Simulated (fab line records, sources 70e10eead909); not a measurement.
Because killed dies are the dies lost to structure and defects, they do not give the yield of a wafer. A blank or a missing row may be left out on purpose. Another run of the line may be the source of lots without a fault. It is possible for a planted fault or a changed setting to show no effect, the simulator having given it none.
Which of the tools did it? -- flow nandHarc -- 39 wafers from 13 lots sampled at 6 of the route's 1159 steps

== WHAT THE GAUGES SHOWED, per wafer ==
NHARC_P_GATE_CD_MEAS_46 targets a cd of 720 nm.
lot,measured,on,cdNm (nm)
L799,day 5 08:38,cdSem-01,721.6 724.2 724.8
L800,day 5 14:13,cdSem-03,720.4 720.7 719.3
L801,day 5 12:50,cdSem-02,722.8 724.3 725.0
L802,day 6 09:38,cdSem-02,721.6 721.6 720.1
L804,day 6 12:46,cdSem-02,722.3 720.4 721.0
L805,day 6 13:28,cdSem-03,720.9 722.0 722.9
L809,day 7 17:46,cdSem-03,720.6 723.0 721.6
L816,day 9 13:32,cdSem-02,721.7 721.0 720.2
L817,day 9 22:14,cdSem-03,720.4 721.7 722.0
L818,day 10 02:07,cdSem-03,719.8 720.1 721.5
L819,day 10 02:42,cdSem-02,723.3 721.0 720.3
L820,day 10 13:18,cdSem-03,722.7 718.4 718.3
L822,day 10 17:20,cdSem-02,719.8 723.5 723.3

NHARC_P_GATE_CD_MEAS_91 targets a cd of 2000 nm.
lot,measured,on,cdNm (nm)
L799,day 5 12:40,cdSem-02,1999.8 2002.9 2001.4
L800,day 5 17:44,cdSem-02,2000.7 1999.5 2001.0
L801,day 5 16:12,cdSem-02,2001.1 1998.5 1996.6
L802,day 6 13:01,cdSem-02,2000.2 2001.2 1999.2
L804,day 6 16:22,cdSem-03,2001.4 2000.6 2002.3
L805,day 6 17:04,cdSem-03,2003.6 2001.4 2002.2
L809,day 7 21:03,cdSem-01,- - -
L816,day 9 16:53,cdSem-02,1998.9 1997.1 1996.1
L817,day 10 01:42,cdSem-02,1999.6 2000.4 2001.0
L818,day 10 05:31,cdSem-01,1997.7 2004.0 2001.3
L819,day 10 06:03,cdSem-01,2000.5 2001.2 2001.1
L820,day 10 16:46,cdSem-01,1999.0 2002.0 2001.1
L822,day 10 20:53,cdSem-03,1998.9 2002.3 1998.1

NHARC_END_SORT_01.
lot,measured,on,killedAtArray,killedAtOther,killedAtPeriphery,killedDies,killedOpen,killedShort
L799,day 20 03:44,prober-01,29 18 21,0 0 0,0 1 1,29 19 22,5 5 2,3 0 1
L801,day 19 22:36,prober-02,33 40 40,0 1 0,3 3 5,36 44 45,3 5 4,4 3 3
L809,day 21 12:00,prober-02,37 27 36,0 1 0,640 649 641,677 677 677,7 3 2,2 0 2
L816,day 23 18:00,prober-02,26 24 27,0 0 0,5 2 1,31 26 28,8 5 6,0 1 1

== WHAT TOOL EACH LOT RAN ON (gives the tool, then ch and the chambers of the sampled wafers, and finally the start) ==
lot,NHARC_P_GATE_ALD_36,NHARC_P_GATE_STRIP_75,NHARC_P_GATE_EXPOSE_88
L799,"aldSin-04 ch 0,1,3, day 4 22:02","plasmaAsher-02 ch 1, day 5 09:58","krfScanner-03 ch 0, day 5 12:31"
L800,"aldSin-02 ch 1,2, day 5 03:07","plasmaAsher-01 ch 0,1, day 5 15:02","krfScanner-01 ch 0, day 5 17:34"
L801,"aldSin-03 ch 0,3, day 5 03:14","plasmaAsher-02 ch 0,1, day 5 13:41","krfScanner-03 ch 0, day 5 16:03"
L802,"aldSin-02 ch 1,3, day 5 20:49","plasmaAsher-02 ch 0,1, day 6 10:29","krfScanner-02 ch 0, day 6 12:51"
L804,"aldSin-03 ch 0,3, day 6 03:26","plasmaAsher-02 ch 0,1, day 6 13:40","krfScanner-01 ch 0, day 6 16:13"
L805,"aldSin-04 ch 0,1,3, day 6 06:04","plasmaAsher-02 ch 0,1, day 6 14:35","krfScanner-03 ch 0, day 6 16:55"
L809,"aldSin-04 ch 0,2,3, day 7 08:20","plasmaAsher-02 ch 0,1, day 7 18:36","krfScanner-03 ch 0, day 7 20:54"
L816,"aldSin-03 ch 0,2, day 9 03:58","plasmaAsher-01 ch 0,1, day 9 14:23","krfScanner-02 ch 0, day 9 16:43"
L817,"aldSin-04 ch 0,2, day 9 09:49","plasmaAsher-01 ch 0, day 9 23:04","krfScanner-01 ch 0, day 10 01:32"
L818,"aldSin-02 ch 0,1,2, day 9 17:47","plasmaAsher-02 ch 0,1, day 10 02:59","krfScanner-02 ch 0, day 10 05:22"
L819,"aldSin-03 ch 1,2,3, day 9 18:24","plasmaAsher-02 ch 0,1, day 10 03:32","krfScanner-01 ch 0, day 10 05:53"
L820,"aldSin-04 ch 0,1,2, day 10 03:54","plasmaAsher-02 ch 0,1, day 10 14:08","krfScanner-03 ch 0, day 10 16:36"
L822,"aldSin-03 ch 1,2,3, day 10 06:40","plasmaAsher-01 ch 0,1, day 10 18:10","krfScanner-02 ch 0, day 10 20:44"
- NHARC_P_GATE_ALD_36: deposits SiNx, target thk 20 nm, pulse time 60 s, ald cycles 223.
- NHARC_P_GATE_STRIP_75: strips in O2.
- NHARC_P_GATE_EXPOSE_88: exposes mask P HVN, target cd 2000 nm.

== WHAT THE TOOLS THEMSELVES READ (means of the sampled wafers that have a number; where no wafer has one, the mark that the record gives instead) ==
NHARC_P_GATE_ALD_36.
lot,tool,heaterPowerW (W),precursorPulseHeightRel
L799,aldSin-04,803,0.989
L800,aldSin-02,771,1.004
L801,aldSin-03,817,1.001
L802,aldSin-02,829,1.008
L804,aldSin-03,795,0.987
L805,aldSin-04,798,0.994
L809,aldSin-04,793,0.984
L816,aldSin-03,808,0.998
L817,aldSin-04,841,0.967
L818,aldSin-02,786,1.009
L819,aldSin-03,852,0.981
L820,aldSin-04,802,1.015
L822,aldSin-03,833,1.007

NHARC_P_GATE_STRIP_75.
lot,tool,drypumpMotorCurrentA (A),heaterPowerW (W)
L799,plasmaAsher-02,5.8,330
L800,plasmaAsher-01,5.5,390
L801,plasmaAsher-02,6.3,339
L802,plasmaAsher-02,6.3,342
L804,plasmaAsher-02,6.1,335
L805,plasmaAsher-02,6.3,342
L809,plasmaAsher-02,6.3,338
L816,plasmaAsher-01,5.1,393
L817,plasmaAsher-01,5.7,382
L818,plasmaAsher-02,6.3,334
L819,plasmaAsher-02,6.1,331
L820,plasmaAsher-02,6.3,335
L822,plasmaAsher-01,5.4,389

NHARC_P_GATE_EXPOSE_88.
lot,tool,reticleTempC (C)
L799,krfScanner-03,23.11
L800,krfScanner-01,23.07
L801,krfScanner-03,23.00
L802,krfScanner-02,23.00
L804,krfScanner-01,23.05
L805,krfScanner-03,23.03
L809,krfScanner-03,23.15
L816,krfScanner-02,22.94
L817,krfScanner-01,22.87
L818,krfScanner-02,23.02
L819,krfScanner-01,23.00
L820,krfScanner-03,22.90
L822,krfScanner-02,22.84

== THE ANSWER, worked out from the rows above alone ==
Rule: what is usual is taken from the lots themselves. Put in order of their means at a reading, lots are off if they are a third of the lots or fewer, leave a main group of 4 or more, and stand apart from it by a gap of 3 or more times the standard deviation of the main group's means; of several such gaps the widest counts. If all means in a main group match to the digits the tables above print for the reading, that group is not used. A lot without any number at a reading at which 4 lots or more have one is off too. Any other lot the step has rows for is counted as sound. The gauges are gone through in route order, then the tools' own readings, and for those a lot's mean is taken as printed above. At the first step where some lot is off, the reading lying furthest off is the one used; lots without a number count as furthest.
Off: L809 (NHARC_P_GATE_CD_MEAS_91, cdNm). Without a number there: L809. The main group has a mean of 2000.4 nm with a standard deviation of 1.3.
If a tool, at a process step before that reading, ran all the lots that are off and no sound lot after the first of them, it fits. Gauges at NHARC_P_GATE_CD_MEAS_91: tried the same way as those tools. None of those tried fits.

== WHAT THE SIMULATOR PUT IN ==
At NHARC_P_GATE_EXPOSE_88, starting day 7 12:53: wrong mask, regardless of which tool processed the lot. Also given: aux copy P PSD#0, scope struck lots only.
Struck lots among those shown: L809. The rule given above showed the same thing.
